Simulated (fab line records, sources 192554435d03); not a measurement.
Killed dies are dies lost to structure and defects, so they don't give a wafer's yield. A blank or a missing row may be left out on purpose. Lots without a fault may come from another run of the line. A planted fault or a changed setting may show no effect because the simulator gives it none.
Chamber matching | flow n5_finfet | N5_BEOL_M9_STRIP_19 on rie_diel-03: 4 sister chambers
The step strips in O2. 4 wafers are shown with their chamber, then 7 later ones without.

WAFERS WITH THEIR CHAMBER
wafer  | chamber | throttle_valve_pct (%)
L089.5 | 2       | 16.49
L087.5 | 1       | 16.50
L091.1 | 3       | 16.96
L091.3 | 0       | 16.40

WAFERS WITHOUT THEIR CHAMBER
wafer  | throttle_valve_pct (%)
L091.6 | 16.42
L095.1 | 16.98
L095.2 | 16.54
L095.3 | 16.53
L095.4 | 16.41
L095.5 | 16.54
L095.6 | 16.54

WHICH CHAMBER EACH WENT THROUGH
wafer  | from the rows above          | in truth
L091.6 | can't be placed: 0 or 2 or 1 | 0
L095.1 | 3                            | 3
L095.2 | can't be placed: 1 or 2      | 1
L095.3 | can't be placed: 1 or 2      | 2
L095.4 | 0                            | 0
L095.5 | can't be placed: 1 or 2      | 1
L095.6 | can't be placed: 1 or 2      | 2
Placed correctly: 2 of 7. Can't be placed from these rows: 5 (the true chamber is among the candidates in 5). Placed wrongly: 0.
How it was worked out, from the rows above alone: a wafer's distance from a chamber is the root of the sum, over the readings, of the square of ((its reading less the chamber's mean) divided by the reading's scatter). The wafer belongs to the nearest chamber; if the next one is less than 2 further off, it can't be placed. A chamber's mean is the mean of its shown wafers. The scatter: with one shown wafer a chamber, the root of the mean of the squares of how far each hidden wafer lies from its nearest shown one.
